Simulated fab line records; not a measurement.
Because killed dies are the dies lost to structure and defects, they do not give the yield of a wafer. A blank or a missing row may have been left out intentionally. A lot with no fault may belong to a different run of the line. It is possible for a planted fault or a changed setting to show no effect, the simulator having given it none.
What tool caused it? | flow nand harc | Sampling: 24 lots, 72 wafers, 6 of 1159 route steps

WHAT THE GAUGES SHOWED, per wafer
NHARC_A_CONTACT_CD_MEAS_42 targets a cd of 200 nm. Usual: cd nm at 200.0 nm, with a standard deviation of 0.52.
lot  | measured     | on        | cd nm (nm)        | flag
L074 | day 15 22:29 | cd sem-01 | 200.1 200.0 200.1 |
L076 | day 17 03:39 | cd sem-01 | 200.2 200.1 200.2 |
L075 | day 17 08:39 | cd sem-03 | 199.4 200.0 199.5 |
L077 | day 17 03:49 | cd sem-02 | 199.2 200.0 199.7 |
L079 | day 17 21:09 | cd sem-01 | 200.7 199.8 200.3 |
L078 | day 18 04:04 | cd sem-02 | 200.4 200.3 200.5 |
L081 | day 18 07:57 | cd sem-02 | 200.5 200.5 200.5 |
L080 | day 18 20:59 | cd sem-01 | 200.0 199.4 200.8 |
L082 | day 19 05:02 | cd sem-03 | 200.0 200.4 200.0 |
L085 | day 19 09:49 | cd sem-02 | 199.7 199.8 200.0 |
L084 | day 19 05:32 | cd sem-03 | 199.8 199.8 200.4 |
L083 | day 19 09:26 | cd sem-01 | 200.7 200.0 199.9 |
L089 | day 19 16:52 | cd sem-03 | 199.8 200.4 199.3 |
L087 | day 19 16:04 | cd sem-01 | 199.8 199.2 199.3 |
L090 | day 19 20:47 | cd sem-03 | 200.8 201.4 200.4 |
L086 | day 19 23:08 | cd sem-03 | 199.9 199.5 200.0 |
L091 | day 20 01:04 | cd sem-02 | 199.8 199.8 199.8 |
L088 | day 20 04:10 | cd sem-02 | 200.3 199.6 199.2 |
L092 | day 20 20:41 | cd sem-03 | 199.7 198.6 199.7 |
L093 | day 21 03:50 | cd sem-01 | 200.3 200.1 199.8 |
L096 | day 21 13:29 | cd sem-01 | 199.6 199.1 199.8 |
L094 | day 21 19:23 | cd sem-01 | 200.9 200.0 200.8 |
L095 | day 21 21:20 | cd sem-01 | 200.4 200.0 199.5 |
L097 | day 22 05:29 | cd sem-02 | 199.3 199.6 200.0 |

NHARC_A_CONTACT_INSPECT_71. Usual: raw defect count at 30, with a standard deviation of 13.
lot  | measured     | on                | raw defect count | flag
L074 | day 16 08:26 | defect inspect-02 | 22 20 18         |
L076 | day 17 10:47 | defect inspect-01 | 14 24 19         |
L075 | day 17 16:37 | defect inspect-01 | 21 21 21         |
L077 | day 17 11:00 | defect inspect-02 | 11 18 13         |
L079 | day 18 05:46 | defect inspect-01 | 19 19 23         |
L078 | day 18 11:07 | defect inspect-01 | 37 26 18         |
L081 | day 18 15:05 | defect inspect-02 | 27 22 25         |
L080 | day 19 03:53 | defect inspect-01 | 10 12 6          |
L082 | day 19 12:49 | defect inspect-02 | 30 20 28         |
L085 | day 19 18:49 | defect inspect-01 | 43 32 34         |
L084 | day 19 13:16 | defect inspect-01 | 24 26 34         |
L083 | day 19 17:55 | defect inspect-01 | 27 28 30         |
L089 | day 20 00:06 | defect inspect-02 | 16 17 13         |
L087 | day 19 23:05 | defect inspect-02 | 24 29 36         |
L090 | day 20 04:51 | defect inspect-02 | 44 30 35         |
L086 | day 20 06:16 | defect inspect-02 | 28 33 31         |
L091 | day 20 08:45 | defect inspect-02 | 37 31 35         |
L088 | day 20 11:27 | defect inspect-01 | 50 65 44         |
L092 | day 21 04:52 | defect inspect-02 | 70 51 59         |
L093 | day 21 10:44 | defect inspect-02 | 10 7 20          |
L096 | day 21 21:05 | defect inspect-02 | 40 41 34         |
L094 | day 22 03:49 | defect inspect-01 | 39 35 34         |
L095 | day 22 06:23 | defect inspect-01 | 63 52 59         |
L097 | day 22 13:05 | defect inspect-02 | 28 44 43         |

WHICH TOOL RAN EACH LOT (tool, then ch and the chambers of the sampled wafers, then the start)
lot  | NHARC_A_WL_FILL_STRIP_29           | NHARC_A_WL_FILL_CVD_20                   | NHARC_A_CONTACT_DEP_29          | NHARC_A_CONTACT_ETCH_102
L074 | rie diel-13 ch 0,3, day 15 01:46   | cvd w-01 ch 0,1, day 15 21:51 or earlier | pecvd-04 ch 0,1,2, day 15 21:51 | rie diel-07 ch 0,3, day 16 02:22
L076 | rie diel-13 ch 0,1,2, day 16 07:29 | cvd w-02 ch 1, day 17 02:57 or earlier   | pecvd-02 ch 1,2, day 17 02:57   | rie diel-07 ch 1,2, day 17 07:32
L075 | rie diel-13 ch 0,1,3, day 16 07:31 | cvd w-02 ch 0,1, day 17 08:05 or earlier | pecvd-02 ch 0,1,2, day 17 08:05 | rie diel-06 ch 0,3, day 17 12:25
L077 | rie diel-03 ch 0,1,2, day 16 07:32 | cvd w-01 ch 1, day 17 03:07 or earlier   | pecvd-02 ch 0,1,2, day 17 03:07 | rie diel-02 ch 1,2,3, day 17 07:45
L079 | rie diel-13 ch 0,2,3, day 16 11:18 | cvd w-01 ch 1, day 17 20:28 or earlier   | pecvd-02 ch 0,2, day 17 20:28   | rie diel-06 ch 0,1,3, day 18 00:55
L078 | rie diel-13 ch 2,3, day 16 14:25   | cvd w-02 ch 0,1, day 18 03:25 or earlier | pecvd-04 ch 0,1,2, day 18 03:25 | rie diel-07 ch 0,2,3, day 18 07:55
L081 | rie diel-03 ch 0,1,2, day 16 17:31 | cvd w-01 ch 0,1, day 18 07:16 or earlier | pecvd-04 ch 0,2, day 18 07:16   | rie diel-02 ch 0,1,3, day 18 11:48
L080 | rie diel-09 ch 0,1,2, day 18 00:25 | cvd w-01 ch 0,1, day 18 20:14 or earlier | pecvd-04 ch 0,1, day 18 20:14   | rie diel-07 ch 1,2,3, day 19 00:46
L082 | rie diel-13 ch 1,2,3, day 18 11:29 | cvd w-01 ch 0,1, day 19 04:23 or earlier | pecvd-02 ch 0,1,2, day 19 04:23 | rie diel-07 ch 0,1, day 19 08:56
L085 | rie diel-13 ch 1,3, day 18 14:35   | cvd w-02 ch 0,1, day 19 09:07 or earlier | pecvd-04 ch 0,1,2, day 19 09:07 | rie diel-06 ch 0,2, day 19 13:58
L084 | rie diel-03 ch 1,2,3, day 18 14:35 | cvd w-02 ch 0,1, day 19 04:49 or earlier | pecvd-02 ch 0,1, day 19 04:49   | rie diel-07 ch 0,1,2, day 19 09:40
L083 | rie diel-09 ch 0,1, day 18 14:35   | cvd w-01 ch 0,1, day 19 08:47 or earlier | pecvd-02 ch 0,1,2, day 19 08:47 | rie diel-07 ch 0,3, day 19 13:26
L089 | rie diel-09 ch 0,1, day 18 21:18   | cvd w-02 ch 0,1, day 19 16:21 or earlier | pecvd-02 ch 0,1,2, day 19 16:21 | rie diel-02 ch 0,1,2, day 19 20:58
L087 | rie diel-03 ch 0,3, day 18 21:22   | cvd w-01 ch 0,1, day 19 15:20 or earlier | pecvd-01 ch 0,1, day 19 15:20   | rie diel-02 ch 1,2,3, day 19 19:52
L090 | rie diel-13 ch 2,3, day 19 03:59   | cvd w-01 ch 0,1, day 19 20:14 or earlier | pecvd-02 ch 0,1,2, day 19 20:14 | rie diel-06 ch 0,3, day 20 00:53
L086 | rie diel-03 ch 0,2, day 19 04:23   | cvd w-02 ch 0,1, day 19 22:23 or earlier | pecvd-01 ch 0,1,2, day 19 22:23 | rie diel-07 ch 1,2,3, day 20 03:00
L091 | rie diel-13 ch 1,2,3, day 19 04:27 | cvd w-01 ch 0,1, day 20 00:29 or earlier | pecvd-02 ch 0,1,2, day 20 00:29 | rie diel-02 ch 0,1,3, day 20 05:22
L088 | rie diel-13 ch 1,2, day 19 07:07   | cvd w-02 ch 0,1, day 20 03:26 or earlier | pecvd-01 ch 0,2, day 20 03:26   | rie diel-02 ch 0,1, day 20 08:03
L092 | rie diel-09 ch 1,3, day 20 00:22   | cvd w-02 ch 0,1, day 20 19:59 or earlier | pecvd-04 ch 0,2, day 20 19:59   | rie diel-07 ch 0,1, day 21 00:49
L093 | rie diel-03 ch 0,2,3, day 20 12:21 | cvd w-01 ch 0,1, day 21 03:07 or earlier | pecvd-02 ch 0,1, day 21 03:07   | rie diel-02 ch 0,2,3, day 21 07:36
L096 | rie diel-09 ch 0,2,3, day 20 17:57 | cvd w-02 ch 0,1, day 21 12:55 or earlier | pecvd-04 ch 0,1,2, day 21 12:55 | rie diel-06 ch 1,3, day 21 17:20
L094 | rie diel-13 ch 0,1,3, day 20 18:04 | cvd w-02 ch 0,1, day 21 18:40 or earlier | pecvd-01 ch 0,1,2, day 21 18:40 | rie diel-02 ch 0,2,3, day 22 00:34
L095 | rie diel-09 ch 0,1, day 20 18:52   | cvd w-01 ch 0,1, day 21 20:47 or earlier | pecvd-01 ch 0,1,2, day 21 20:47 | rie diel-02 ch 2,3, day 22 01:07
L097 | rie diel-03 ch 0,2,3, day 21 12:02 | cvd w-01 ch 0,1, day 22 04:46 or earlier | pecvd-01 ch 1,2, day 22 04:46   | rie diel-06 ch 2,3, day 22 09:18
- NHARC_A_WL_FILL_STRIP_29: strips in O2, time 20 s.
- NHARC_A_WL_FILL_CVD_20: deposits W, target thk 75 nm, time 5064 s.
- NHARC_A_CONTACT_DEP_29: deposits SiON, target thk 70 nm.
- NHARC_A_CONTACT_ETCH_102: etches the open film in CF4/O2, target depth 70 nm, overetch 7 nm, time 38.5 s.

WHAT THE TOOLS THEMSELVES READ (means of the sampled wafers that have a number; where no wafer has one, the mark that the record gives instead)
NHARC_A_WL_FILL_STRIP_29. Usual: drypump motor current A 5.6 A, standard deviation 0.41; oes product au 1.000 a.u., standard deviation 0.01; rf vpp V 57.8 V, standard deviation 0.96; showerhead plenum p Torr 3.53 Torr, standard deviation 0.13; throttle valve pct 17.037 %, standard deviation 0.0097.
lot  | tool        | drypump motor current A (A) | oes product au (a.u.) | rf vpp V (V) | showerhead plenum p Torr (Torr) | throttle valve pct (%) | flag
L074 | rie diel-13 | 5.6                         | 1.011                 | 58.9         | 3.55                            | 17.033                 |
L076 | rie diel-13 | 5.4                         | 0.991                 | 57.3         | 3.65                            | 17.038                 |
L075 | rie diel-13 | 5.6                         | 1.001                 | 58.1         | 3.59                            | 17.040                 |
L077 | rie diel-03 | 5.6                         | 1.008                 | 57.9         | 3.46                            | 17.035                 |
L079 | rie diel-13 | 5.4                         | 0.990                 | 57.9         | 3.61                            | 17.032                 |
L078 | rie diel-13 | 5.6                         | 0.994                 | 57.8         | 3.59                            | 17.033                 |
L081 | rie diel-03 | 5.7                         | 1.002                 | 57.5         | 3.46                            | 17.043                 |
L080 | rie diel-09 | 5.6                         | 1.003                 | 57.2         | 3.40                            | 17.025                 |
L082 | rie diel-13 | 5.7                         | 0.993                 | 57.8         | 3.58                            | 17.031                 |
L085 | rie diel-13 | 5.9                         | 1.004                 | 57.7         | 3.52                            | 17.041                 |
L084 | rie diel-03 | 5.7                         | 0.996                 | 57.9         | 3.57                            | 17.040                 |
L083 | rie diel-09 | 5.6                         | 1.004                 | 57.7         | 3.41                            | 17.029                 |
L089 | rie diel-09 | 5.4                         | 1.000                 | 57.9         | 3.36                            | 17.039                 |
L087 | rie diel-03 | 5.8                         | 0.987                 | 58.6         | 3.57                            | 17.037                 |
L090 | rie diel-13 | 5.6                         | 0.996                 | 58.7         | 3.59                            | 17.032                 |
L086 | rie diel-03 | 6.0                         | 0.999                 | 57.1         | 3.39                            | 17.046                 |
L091 | rie diel-13 | 5.7                         | 1.003                 | 58.8         | 3.58                            | 17.041                 |
L088 | rie diel-13 | 5.7                         | 0.997                 | 58.3         | 3.62                            | 17.037                 |
L092 | rie diel-09 | 5.0                         | 1.006                 | 57.0         | 3.35                            | 17.033                 |
L093 | rie diel-03 | 5.9                         | 1.004                 | 57.9         | 3.48                            | 17.036                 |
L096 | rie diel-09 | 5.6                         | 1.005                 | 56.3         | 3.41                            | 17.032                 |
L094 | rie diel-13 | 5.5                         | 1.005                 | 58.0         | 3.59                            | 17.040                 |
L095 | rie diel-09 | 5.6                         | 1.008                 | 57.3         | 3.41                            | 17.045                 |
L097 | rie diel-03 | 5.9                         | 0.999                 | 57.4         | 3.48                            | 17.029                 |

NHARC_A_WL_FILL_CVD_20. Usual: heater power w 466 W, standard deviation 72; mfc wf6 sccm 40.00 sccm, standard deviation 0.11; throttle valve pct 7.9 %, standard deviation 0.38.
lot  | tool     | heater power w (W) | mfc wf6 sccm (sccm) | throttle valve pct (%) | flag
L074 | cvd w-01 | 486                | 39.99               | 7.7                    |
L076 | cvd w-02 | 456                | 39.83               | 7.6                    |
L075 | cvd w-02 | 413                | 40.12               | 8.4                    |
L077 | cvd w-01 | 442                | 40.06               | 7.4                    |
L079 | cvd w-01 | 440                | 40.09               | 7.5                    |
L078 | cvd w-02 | 398                | 39.92               | 7.9                    |
L081 | cvd w-01 | 490                | 39.98               | 7.7                    |
L080 | cvd w-01 | 535                | 40.02               | 8.0                    |
L082 | cvd w-01 | 539                | 39.92               | 8.0                    |
L085 | cvd w-02 | 405                | 40.01               | 7.9                    |
L084 | cvd w-02 | 427                | 39.97               | 7.8                    |
L083 | cvd w-01 | 494                | 39.95               | 7.7                    |
L089 | cvd w-02 | 403                | 39.99               | 8.1                    |
L087 | cvd w-01 | 543                | 40.01               | 8.0                    |
L090 | cvd w-01 | 502                | 40.00               | 7.7                    |
L086 | cvd w-02 | 428                | 39.95               | 7.8                    |
L091 | cvd w-01 | 491                | 39.87               | 7.9                    |
L088 | cvd w-02 | 425                | 39.97               | 7.9                    |
L092 | cvd w-02 | 421                | 39.93               | 7.8                    |
L093 | cvd w-01 | 490                | 40.11               | 7.8                    |
L096 | cvd w-02 | 424                | 39.98               | 7.8                    |
L094 | cvd w-02 | 407                | 40.08               | 8.3                    |
L095 | cvd w-01 | 540                | 39.99               | 8.2                    |
L097 | cvd w-01 | 549                | 40.00               | 8.2                    |

NHARC_A_CONTACT_DEP_29. Usual: heater power w at 698 W, with a standard deviation of 79.
lot  | tool     | heater power w (W) | flag
L074 | pecvd-04 | 768                |
L076 | pecvd-02 | 669                |
L075 | pecvd-02 | 604                |
L077 | pecvd-02 | 658                |
L079 | pecvd-02 | 667                |
L078 | pecvd-04 | 774                |
L081 | pecvd-04 | 822                |
L080 | pecvd-04 | 798                |
L082 | pecvd-02 | 623                |
L085 | pecvd-04 | 751                |
L084 | pecvd-02 | 665                |
L083 | pecvd-02 | 656                |
L089 | pecvd-02 | 656                |
L087 | pecvd-01 | 707                |
L090 | pecvd-02 | 660                |
L086 | pecvd-01 | 660                |
L091 | pecvd-02 | 695                |
L088 | pecvd-01 | 734                |
L092 | pecvd-04 | 734                |
L093 | pecvd-02 | 663                |
L096 | pecvd-04 | 766                |
L094 | pecvd-01 | 693                |
L095 | pecvd-01 | 718                |
L097 | pecvd-01 | 688                |

NHARC_A_CONTACT_ETCH_102. Usual: drypump motor current A 5.9 A, standard deviation 0.38; oes product au 1.001 a.u., standard deviation 0.0091; rf vpp V 197.7 V, standard deviation 1.2; showerhead plenum p Torr 1.33 Torr, standard deviation 0.052; throttle valve pct 13.398 %, standard deviation 0.0092.
lot  | tool        | drypump motor current A (A) | oes product au (a.u.) | rf vpp V (V) | showerhead plenum p Torr (Torr) | throttle valve pct (%) | flag
L074 | rie diel-07 | 6.0                         | 1.007                 | 197.1        | 1.30                            | 13.393                 |
L076 | rie diel-07 | 6.0                         | 1.003                 | 199.4        | 1.39                            | 13.402                 |
L075 | rie diel-06 | 6.2                         | 1.010                 | 198.7        | 1.36                            | 13.405                 |
L077 | rie diel-02 | 5.6                         | 0.998                 | 198.0        | 1.31                            | 13.397                 |
L079 | rie diel-06 | 6.1                         | 0.999                 | 197.3        | 1.38                            | 13.398                 |
L078 | rie diel-07 | 6.0                         | 1.011                 | 197.7        | 1.34                            | 13.393                 |
L081 | rie diel-02 | 5.9                         | 0.999                 | 196.7        | 1.30                            | 13.400                 |
L080 | rie diel-07 | 6.1                         | 1.006                 | 197.5        | 1.35                            | 13.387                 |
L082 | rie diel-07 | 5.8                         | 0.997                 | 198.7        | 1.39                            | 13.398                 |
L085 | rie diel-06 | 6.1                         | 0.996                 | 197.3        | 1.32                            | 13.392                 |
L084 | rie diel-07 | 5.9                         | 0.998                 | 198.1        | 1.38                            | 13.396                 |
L083 | rie diel-07 | 5.8                         | 1.000                 | 197.2        | 1.33                            | 13.390                 |
L089 | rie diel-02 | 5.5                         | 0.993                 | 196.9        | 1.28                            | 13.402                 |
L087 | rie diel-02 | 5.6                         | 0.994                 | 197.2        | 1.30                            | 13.389                 |
L090 | rie diel-06 | 6.3                         | 0.998                 | 197.5        | 1.33                            | 13.398                 |
L086 | rie diel-07 | 6.1                         | 1.004                 | 197.6        | 1.34                            | 13.398                 |
L091 | rie diel-02 | 5.9                         | 0.994                 | 196.8        | 1.29                            | 13.403                 |
L088 | rie diel-02 | 5.8                         | 0.993                 | 196.7        | 1.27                            | 13.397                 |
L092 | rie diel-07 | 5.8                         | 1.000                 | 198.9        | 1.38                            | 13.405                 |
L093 | rie diel-02 | 5.9                         | 1.001                 | 196.7        | 1.30                            | 13.394                 |
L096 | rie diel-06 | 6.0                         | 1.002                 | 199.3        | 1.40                            | 13.403                 |
L094 | rie diel-02 | 5.9                         | 0.998                 | 196.3        | 1.30                            | 13.400                 |
L095 | rie diel-02 | 5.9                         | 1.006                 | 196.8        | 1.32                            | 13.392                 |
L097 | rie diel-06 | 5.7                         | 1.003                 | 198.1        | 1.36                            | 13.397                 |

THE ANSWER, worked out from the rows above alone
Rule: lot off if the mean of its wafers having a number is beyond 3 standard deviations from the usual mean. A lot without any number at a reading at which 4 lots or more have one is off too. Any other lot the step has rows for is counted as sound. The gauges are gone through in route order, then the tools' own readings, and for those a lot's mean is taken as printed above. At the first step where some lot is off, the reading lying furthest off is the one used; lots without a number count as furthest.
Nothing can be told from this: no lot is off at any reading shown.

WHAT WAS PUT IN BY THE SIMULATOR
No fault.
